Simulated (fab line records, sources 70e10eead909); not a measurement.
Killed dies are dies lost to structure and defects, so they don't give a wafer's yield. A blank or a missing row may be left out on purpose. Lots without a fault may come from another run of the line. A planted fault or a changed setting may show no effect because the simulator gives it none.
Chamber matching | flow nand_harc | NHARC_A_STAIRCASE_ETCH_444 on rie_diel-05: 4 sister chambers
The step etches the open film in C4F8/O2, target depth 20400 nm, time 6800 s. 4 wafers are shown with their chamber, then 9 later ones without.

WAFERS WITH THEIR CHAMBER
wafer  | chamber | rf_vpp_V (V)
L080.2 | 3       | 808
L087.2 | 0       | 798
L087.4 | 2       | 803
L087.6 | 1       | 811

WAFERS WITHOUT THEIR CHAMBER
wafer  | rf_vpp_V (V)
L089.3 | 806
L089.6 | 799
L089.4 | 808
L095.4 | 808
L095.5 | 815
L095.6 | 810
L096.2 | 805
L096.4 | 815
L096.5 | 809

WHICH CHAMBER EACH WENT THROUGH
wafer  | from the rows above          | in truth
L089.3 | can't be placed: 3 or 2 or 1 | 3
L089.6 | can't be placed: 0 or 2      | 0
L089.4 | can't be placed: 3 or 1      | 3
L095.4 | can't be placed: 3 or 1      | 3
L095.5 | can't be placed: 1 or 3      | 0
L095.6 | can't be placed: 1 or 3      | 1
L096.2 | can't be placed: 2 or 3 or 1 | 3
L096.4 | can't be placed: 1 or 3      | 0
L096.5 | can't be placed: 3 or 1      | 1
Placed correctly: 0 of 9. Can't be placed from these rows: 9 (the true chamber is among the candidates in 7). Placed wrongly: 0.
How it was worked out, from the rows above alone: a wafer's distance from a chamber is the root of the sum, over the readings, of the square of ((its reading less the chamber's mean) divided by the reading's scatter). The wafer belongs to the nearest chamber; if the next one is less than 2 further off, it can't be placed. A chamber's mean is the mean of its shown wafers. The scatter: with one shown wafer a chamber, the root of the mean of the squares of how far each hidden wafer lies from its nearest shown one.
